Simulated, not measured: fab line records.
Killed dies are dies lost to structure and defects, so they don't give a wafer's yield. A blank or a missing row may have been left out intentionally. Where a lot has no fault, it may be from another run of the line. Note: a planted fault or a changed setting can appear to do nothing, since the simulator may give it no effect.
fab line records ; flow nand-harc
record: lots: 14; wafers: 39; last-day: 33
route steps=1302 shown A_DECK1_JOINT@539 A_ONON_D2@548 END@1302
lots that met no fault: from a run of the same line without faults
start-h: hours from the record's opening day to when the first of the lot's shown wafers began ; wait-h: how many hours have passed since the lot's step before this one ; " identical to the entry in the row above ; L1.1+2: several wafers, shown together as one row ; - value missing, or start not given ; * or withheld: withheld ; < > ~ a bound
route shown NAME@n: a module of which the file shows steps, and the number in the route of the first ; usual: average and standard deviation across the fault-free wafers ; same: alike in all rows ; chamber/n: place in a boat ; sites: per-site readings ; _std_site: the values' standard deviation ; _edge_site: mean of outer sites minus mean of inner sites ; radius-mm: how far each site lies from the wafer's centre ; mask NAME#n: copy n ; behind: the tool/chamber that last shaped the wafer ; hold: cause of the lot's hold/its duration in hours/its outcome ; device: whichever transistor did not switch (one of n, p or np) ; end of line: the tests these same wafers got at the end of their route ; a step with no rows: only its recipe ; killed: count of dies lost to structure and defects at first sort (not the wafer's yield) ; map: dies across one wafer; x = killed, . = not, _ = none there
set.NAME: the setting as run; set.NAME@STEP: as run at that earlier step ; model.NAME: the simulator's own value behind a step, which no gauge read
steps of the route over a sample of lots; a table a step, a row a wafer
services: from which hour (start-h, from the record's first day; less than 0 if before it) a tool's chamber was out of use, for how many hours, and why
== steps ==
step: NHARC_A_DECK1_JOINT_CMP_02
recipe: material: SiOx
usual: motor-current-A: 11.8/1.4
lot.wafer;tool;chamber;start-h;wait-h;motor-current-A
L510.1;cmp-02;3;262.89;0.4;11.5
L510.2;cmp-02;0;262.89;0.4;13.9
L510.4;cmp-02;1;262.89;0.4;12.7
L511.3;cmp-02;1;279.92;0.4;13.1
L511.1;cmp-02;2;279.92;0.4;12.9
L511.6;cmp-02;2;279.92;0.4;13.9
L513.4;cmp-04;2;301.03;0.4;10.0
L513.5;cmp-04;1;301.03;0.4;12.0
L513.6;cmp-04;2;301.03;0.4;9.5
L512.1;cmp-02;3;301.03;0.4;11.6
L512.4;cmp-02;0;301.03;0.4;13.3
L512.5;cmp-02;2;301.03;0.4;13.5
L516.3;cmp-01;0;322.70;0.4;12.7
L516.2;cmp-01;3;322.70;0.4;10.3
L516.5;cmp-01;0;322.70;0.4;12.1
L515.1;cmp-04;0;322.78;0.4;12.3
L515.4;cmp-04;1;322.78;0.4;11.5
L515.6;cmp-04;3;322.78;0.4;10.1
L517.2;cmp-04;3;345.64;0.4;10.4
L517.3;cmp-04;0;345.64;0.4;11.7
L517.4;cmp-04;2;345.64;0.4;9.6
L519.3;cmp-04;3;357.90;0.4;10.7
L519.4;cmp-04;0;357.90;0.4;12.5
L519.6;cmp-04;2;357.90;0.4;9.2
L521.4;cmp-02;1;376.83;0.4;13.2
L521.3;cmp-02;2;376.83;0.4;13.7
L521.1;cmp-02;3;376.83;0.4;12.0
L524.1;cmp-01;2;421.08;0.4;10.2
L524.4;cmp-01;3;421.08;0.4;11.3
L524.5;cmp-01;3;421.08;0.4;10.9
L526.4;cmp-01;1;435.02;0.4;13.2
L526.6;cmp-01;3;435.02;0.4;10.7
L528.4;cmp-02;2;446.84;0.4;13.6
L528.6;cmp-02;0;446.84;0.4;13.9
L530.4;cmp-04;1;474.37;0.4;12.7
L530.5;cmp-04;0;474.37;0.4;12.3
L533.4;cmp-02;1;493.82;0.4;13.9
L533.2;cmp-02;2;493.82;0.4;13.1
L533.6;cmp-02;1;493.82;0.4;13.9
step: NHARC_A_DECK1_JOINT_THK_MEAS_17
recipe: thk-meas-gauge: ellipsometry
usual: thk-nm: 44.9/1.2
lot.wafer;tool;chamber;start-h;wait-h;thk-nm
L510.1;film-metro-02;-;263.54;0.2;44.0
L510.2;film-metro-02;-;263.54;0.2;44.6
L510.4;film-metro-02;-;263.54;0.2;44.9
L511.1;film-metro-02;-;280.59;0.2;45.7
L511.3;film-metro-02;-;280.59;0.2;43.5
L511.6;film-metro-02;-;280.59;0.2;44.6
L513.4;film-metro-02;-;301.68;0.1;45.2
L513.5;film-metro-02;-;301.68;0.1;45.0
L513.6;film-metro-02;-;301.68;0.1;45.9
L512.1;film-metro-02;-;301.79;0.3;46.1
L512.4;film-metro-02;-;301.79;0.3;44.8
L512.5;film-metro-02;-;301.79;0.3;45.6
L516.2;film-metro-02;-;323.60;0.2;46.5
L516.3;film-metro-02;-;323.60;0.2;44.0
L516.5;film-metro-02;-;323.60;0.2;45.7
L515.1;film-metro-01;-;323.67;0.2;43.7
L515.4;film-metro-01;-;323.67;0.2;47.5
L515.6;film-metro-01;-;323.67;0.2;45.8
L517.2;film-metro-02;-;346.31;0.3;45.0
L517.3;film-metro-02;-;346.31;0.3;45.4
L517.4;film-metro-02;-;346.31;0.3;46.8
L519.3;film-metro-01;-;358.52;0.3;44.2
L519.4;film-metro-01;-;358.52;0.3;46.0
L519.6;film-metro-01;-;358.52;0.3;46.1
L521.1;film-metro-01;-;377.48;0.2;44.8
L521.3;film-metro-01;-;377.48;0.2;44.4
L521.4;film-metro-01;-;377.48;0.2;46.1
L524.1;film-metro-01;-;421.94;0.3;45.9
L524.4;film-metro-01;-;421.94;0.3;46.0
L524.5;film-metro-01;-;421.94;0.3;44.7
L526.4;film-metro-01;-;435.62;0.1;46.1
L526.6;film-metro-01;-;435.62;0.1;45.8
L528.4;film-metro-01;-;447.46;0.1;46.2
L528.6;film-metro-01;-;447.46;0.1;45.1
L530.4;film-metro-01;-;474.99;0.2;43.6
L530.5;film-metro-01;-;474.99;0.2;43.5
L533.2;film-metro-01;-;494.66;0.3;42.7
L533.4;film-metro-01;-;494.66;0.3;47.6
L533.6;film-metro-01;-;494.66;0.3;44.6
step: NHARC_A_ONON_D2_THK_MEAS_05
recipe: thk-meas-gauge: ellipsometry
usual: thk-nm: 1000/9.2
lot.wafer;tool;chamber;start-h;wait-h;thk-nm
L510.1;film-metro-01;-;264.72;-;991
L510.2;film-metro-01;-;264.72;-;990
L510.4;film-metro-01;-;264.72;-;991
L511.1;film-metro-01;-;281.77;-;1004
L511.3;film-metro-01;-;281.77;-;1003
L511.6;film-metro-01;-;281.77;-;1003
L513.4;film-metro-02;-;302.86;-;982
L513.5;film-metro-02;-;302.86;-;982
L513.6;film-metro-02;-;302.86;-;981
L512.1;film-metro-01;-;302.97;-;1005
L512.4;film-metro-01;-;302.97;-;1005
L512.5;film-metro-01;-;302.97;-;1006
L516.2;film-metro-01;-;324.77;-;992
L516.3;film-metro-01;-;324.77;-;991
L516.5;film-metro-01;-;324.77;-;992
L515.1;film-metro-02;-;324.85;-;999
L515.4;film-metro-02;-;324.85;-;1000
L515.6;film-metro-02;-;324.85;-;1000
L517.2;film-metro-01;-;347.49;-;997
L517.3;film-metro-01;-;347.49;-;997
L517.4;film-metro-01;-;347.49;-;1000
L519.3;film-metro-02;-;359.69;-;1003
L519.4;film-metro-02;-;359.69;-;1004
L519.6;film-metro-02;-;359.69;-;1003
L521.1;film-metro-01;-;378.66;-;1010
L521.3;film-metro-01;-;378.66;-;1009
L521.4;film-metro-01;-;378.66;-;1010
L524.1;film-metro-02;-;423.12;-;1006
L524.4;film-metro-02;-;423.12;-;1005
L524.5;film-metro-02;-;423.12;-;1006
L526.4;film-metro-02;-;436.79;-;995
L526.6;film-metro-02;-;436.79;-;994
L528.4;film-metro-01;-;448.64;-;1003
L528.6;film-metro-01;-;448.64;-;1005
L530.4;film-metro-01;-;476.17;-;996
L530.5;film-metro-01;-;476.17;-;997
L533.2;film-metro-02;-;495.84;-;1010
L533.4;film-metro-02;-;495.84;-;1012
L533.6;film-metro-02;-;495.84;-;1013
step: NHARC_A_ONON_D2_DEP_16
recipe: target-thk-a: 10000; n2-flow-sccm: 2750; n2o-flow-sccm: 2000; nh3-flow-sccm: 500; sih4-flow-sccm: 210; temp-c: 400
usual: susceptor-temp-C: 400.01/0.22
lot.wafer;tool;chamber;start-h;wait-h;susceptor-temp-C
L510.1;pecvd-onon-03;0;273.94;0.4;400.12
L510.2;pecvd-onon-03;0;273.94;0.4;400.20
L510.4;pecvd-onon-03;0;273.94;0.4;400.37
L511.1;pecvd-onon-03;0;291.42;0.4;399.96
L511.3;pecvd-onon-03;0;291.42;0.4;400.18
L511.6;pecvd-onon-03;0;291.42;0.4;400.04
L513.4;pecvd-onon-03;0;312.03;0.6;399.89
L513.5;pecvd-onon-03;0;312.03;0.6;399.86
L513.6;pecvd-onon-03;0;312.03;0.6;400.06
L512.1;pecvd-onon-01;0;312.18;0.7;399.90
L512.4;pecvd-onon-01;0;312.18;0.7;399.57
L512.5;pecvd-onon-01;0;312.18;0.7;399.99
L515.1;pecvd-onon-04;0;333.71;0.4;399.84
L515.4;pecvd-onon-04;0;333.71;0.4;400.04
L515.6;pecvd-onon-04;0;333.71;0.4;400.49
L516.2;pecvd-onon-03;0;333.77;0.4;399.95
L516.3;pecvd-onon-03;0;333.77;0.4;399.95
L516.5;pecvd-onon-03;0;333.77;0.4;399.67
L517.2;pecvd-onon-03;0;358.18;0.4;399.84
L517.3;pecvd-onon-03;0;358.18;0.4;399.74
L517.4;pecvd-onon-03;0;358.18;0.4;399.93
L519.3;pecvd-onon-03;0;368.97;0.5;399.98
L519.4;pecvd-onon-03;0;368.97;0.5;399.92
L519.6;pecvd-onon-03;0;368.97;0.5;399.84
L521.1;pecvd-onon-03;0;387.19;0.4;400.30
L521.3;pecvd-onon-03;0;387.19;0.4;400.02
L521.4;pecvd-onon-03;0;387.19;0.4;400.27
L524.1;pecvd-onon-04;0;432.15;0.4;399.93
L524.4;pecvd-onon-04;0;432.15;0.4;400.07
L524.5;pecvd-onon-04;0;432.15;0.4;400.25
L526.4;pecvd-onon-03;0;445.92;0.6;400.68
L526.6;pecvd-onon-03;0;445.92;0.6;400.09
L528.4;pecvd-onon-03;0;457.37;0.6;399.90
L528.6;pecvd-onon-03;0;457.37;0.6;399.91
L530.4;pecvd-onon-03;0;482.50;0.6;399.88
L530.5;pecvd-onon-03;0;482.50;0.6;400.00
L533.2;pecvd-onon-01;0;505.01;0.4;399.88
L533.4;pecvd-onon-01;0;505.01;0.4;400.23
L533.6;pecvd-onon-01;0;505.01;0.4;399.99
step: NHARC_A_ONON_D2_THK_MEAS_18
recipe: thk-meas-gauge: ellipsometry
usual: thk-nm: 999/8.2
lot.wafer;tool;chamber;start-h;wait-h;thk-nm
L510.1;film-metro-02;-;274.45;-;984
L510.2;film-metro-02;-;274.45;-;986
L510.4;film-metro-02;-;274.45;-;985
L511.1;film-metro-01;-;291.93;-;1005
L511.3;film-metro-01;-;291.93;-;1005
L511.6;film-metro-01;-;291.93;-;1005
L513.4;film-metro-02;-;312.37;-;1003
L513.5;film-metro-02;-;312.37;-;1003
L513.6;film-metro-02;-;312.37;-;1003
L512.1;film-metro-01;-;312.69;-;1008
L512.4;film-metro-01;-;312.69;-;1010
L512.5;film-metro-01;-;312.69;-;1008
L515.1;film-metro-02;-;334.22;-;987
L515.4;film-metro-02;-;334.22;-;986
L515.6;film-metro-02;-;334.22;-;984
L516.2;film-metro-01;-;334.22;-;1010
L516.3;film-metro-01;-;334.22;-;1009
L516.5;film-metro-01;-;334.22;-;1011
L517.2;film-metro-01;-;358.64;-;996
L517.3;film-metro-01;-;358.64;-;995
L517.4;film-metro-01;-;358.64;-;994
L519.3;film-metro-01;-;369.36;-;999
L519.4;film-metro-01;-;369.36;-;999
L519.6;film-metro-01;-;369.36;-;999
L521.1;film-metro-01;-;387.70;-;997
L521.3;film-metro-01;-;387.70;-;994
L521.4;film-metro-01;-;387.70;-;995
L524.1;film-metro-02;-;432.67;-;994
L524.4;film-metro-02;-;432.67;-;995
L524.5;film-metro-02;-;432.67;-;994
L526.4;film-metro-02;-;446.26;-;905
L526.6;film-metro-02;-;446.26;-;1001
L528.4;film-metro-02;-;457.70;-;913
L528.6;film-metro-02;-;457.70;-;1005
L530.4;film-metro-02;-;482.84;-;897
L530.5;film-metro-02;-;482.84;-;989
L533.2;film-metro-02;-;505.46;-;1000
L533.4;film-metro-02;-;505.46;-;1001
L533.6;film-metro-02;-;505.46;-;1000
step: NHARC_END_SORT_01
recipe: temp-c: 25
usual: killed-at-array: 56/20; killed-at-other: 1/1.3; killed-at-periphery: 3.5/2.7; killed-dies: 60/20; killed-open: 3.3/1.6; killed-short: 2.4/1.5
same: gross-dies: 677
lot.wafer;tool;chamber;start-h;wait-h;killed-at-array;killed-at-other;killed-at-periphery;killed-dies;killed-open;killed-short
L526.4;prober-02;0;724.35;3.4;675;0;2;677;4;4
L526.6;prober-02;0;725.94;4.0;74;1;1;76;4;0
L528.4;prober-02;0;732.12;3.4;675;0;2;677;3;5
L528.6;prober-02;0;733.72;4.0;27;0;4;31;4;2
L530.4;prober-02;0;750.99;3.4;669;2;6;677;3;3
L530.5;prober-02;0;751.77;3.6;32;0;8;40;2;0
killed by level:class
L526.4 A_ONON_D2:area-dep=570 A_SLIT:chamber-film-flake=34 A_CHANNEL_HOLE_D1:chamber-film-flake=28 A_CHANNEL_HOLE_D2:chamber-film-flake=24 A_WL_FILL:chamber-film-flake=5 A_DECK1_JOINT:chamber-film-flake=3 P_GATE:chamber-film-flake=2 A_CONTACT:chamber-film-flake=2
L526.6 A_SLIT:chamber-film-flake=34 A_CHANNEL_HOLE_D1:chamber-film-flake=16 A_CHANNEL_HOLE_D2:chamber-film-flake=13 A_CONTACT:chamber-film-flake=5 A_STAIRCASE:chamber-film-flake=2 P_CONTACT:geometric-particle:open=1 A_ONON_D1:geometric-particle:open=1 THIN_TSV:chamber-film-flake=1
L528.4 A_ONON_D2:area-dep=644 A_CHANNEL_HOLE_D1:chamber-film-flake=10 A_SLIT:chamber-film-flake=4 A_BLC:chamber-film-flake=4 A_STAIRCASE:chamber-film-flake=3 A_CHANNEL_FILL_D2:geometric-particle:short=2 A_CONTACT:chamber-film-flake=2 P_CONTACT:geometric-particle:short=1
L528.6 A_CHANNEL_HOLE_D1:chamber-film-flake=8 A_CONTACT:chamber-film-flake=4 P_GATE:chamber-film-flake=3 A_STAIRCASE:chamber-film-flake=3 A_CHANNEL_FILL_D2:geometric-particle:open=2 A_SLIT:chamber-film-flake=2 A_BLC:chamber-film-flake=2 A_DECK1_JOINT:geometric-particle:short=1
L530.4 A_ONON_D2:area-dep=632 A_CHANNEL_HOLE_D1:chamber-film-flake=18 A_STAIRCASE:chamber-film-flake=4 P_STI:chamber-film-flake=2 P_CONTACT:chamber-film-flake=2 A_CHANNEL_FILL_D2:chamber-film-flake=2 A_SLIT:chamber-film-flake=2 A_CONTACT:chamber-film-flake=2
L530.5 A_CHANNEL_HOLE_D1:chamber-film-flake=17 P_CONTACT:chamber-film-flake=8 A_SLIT:chamber-film-flake=5 A_CONTACT:chamber-film-flake=5 A_SGD_CUT:chamber-film-flake=2 A_DECK1_JOINT:geometric-particle:open=1 A_ONON_D2:geometric-particle:open=1 A_CHANNEL_FILL_D1:chamber-film-flake=1
== services ==
tool;chamber;start-h;hours;kind
cmp-02;-;239.36;3.2;repair
cmp-01;-;247.87;0.5;repair
cmp-01;-;286.52;4.0;pm
cmp-01;-;295.34;1.8;repair
cmp-04;-;296.39;2.0;repair
cmp-04;-;299.64;0.2;repair
cmp-04;-;308.15;4.0;pm
cmp-02;-;327.97;0.2;repair
cmp-02;-;331.85;4.0;pm
cmp-02;-;350.39;2.3;repair
cmp-02;-;362.19;1.2;repair
cmp-04;-;406.15;4.0;pm
pecvd-onon-03;-;408.28;13.0;pm
cmp-02;-;409.02;1.2;repair
cmp-02;-;410.46;4.0;repair
cmp-04;-;423.50;3.8;repair
cmp-02;-;424.61;0.9;repair
cmp-02;-;429.85;4.0;pm
cmp-02;-;469.17;0.9;repair
cmp-04;-;470.77;1.4;repair
cmp-02;-;476.87;1.2;repair
cmp-02;-;484.94;1.4;repair
cmp-02;-;492.04;0.5;repair
cmp-04;-;504.15;4.0;pm
== key ==
first-sign: step: NHARC_A_ONON_D2_THK_MEAS_18; reading: thk-nm; direction: down; sigmas: 11; usual: 999; struck: 905
effect: step: NHARC_END_SORT_01; reading: killed-at-array; direction: up; sigmas: 31; usual: 56; struck: 673
more-kills-born-at: NHARC_A_ONON_D2_DEP_16@pecvd-onon-03: 1846
met-at NHARC_A_ONON_D2_DEP_16
struck-lots L526,L528,L530
struck-wafers L526.4,L528.4,L530.4
later-rows-left-out L526.4,L528.4,L530.4
tester-left-out L526,L528,L530
not-acting-at NHARC_A_DECK1_JOINT_CMP_02,NHARC_A_DECK1_JOINT_THK_MEAS_17,NHARC_A_ONON_D2_THK_MEAS_05
onset-between 387.19 445.92
fault: kind: process-parameter-drift; tool: pecvd-onon-03; chamber: -; onset-h: 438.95; steps: NHARC_A_ONON_D2_DEP_16; channel: target-thk-a; offset: *; shape: step; end-h: 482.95; scope: struck-wafers-only; acts-in: *; stated: *
tester-left-out: of these lots the tester's yield and bins aren't shown, on N5 and GAA mostly nor the transistor test; their killed dies are dies lost to structure and defects alone, not to doping, threshold or leakage, so they don't give the yield
later-rows-left-out: the simulator's readings of these wafers behind a module that went badly wrong aren't trusted and aren't shown, but for the sort
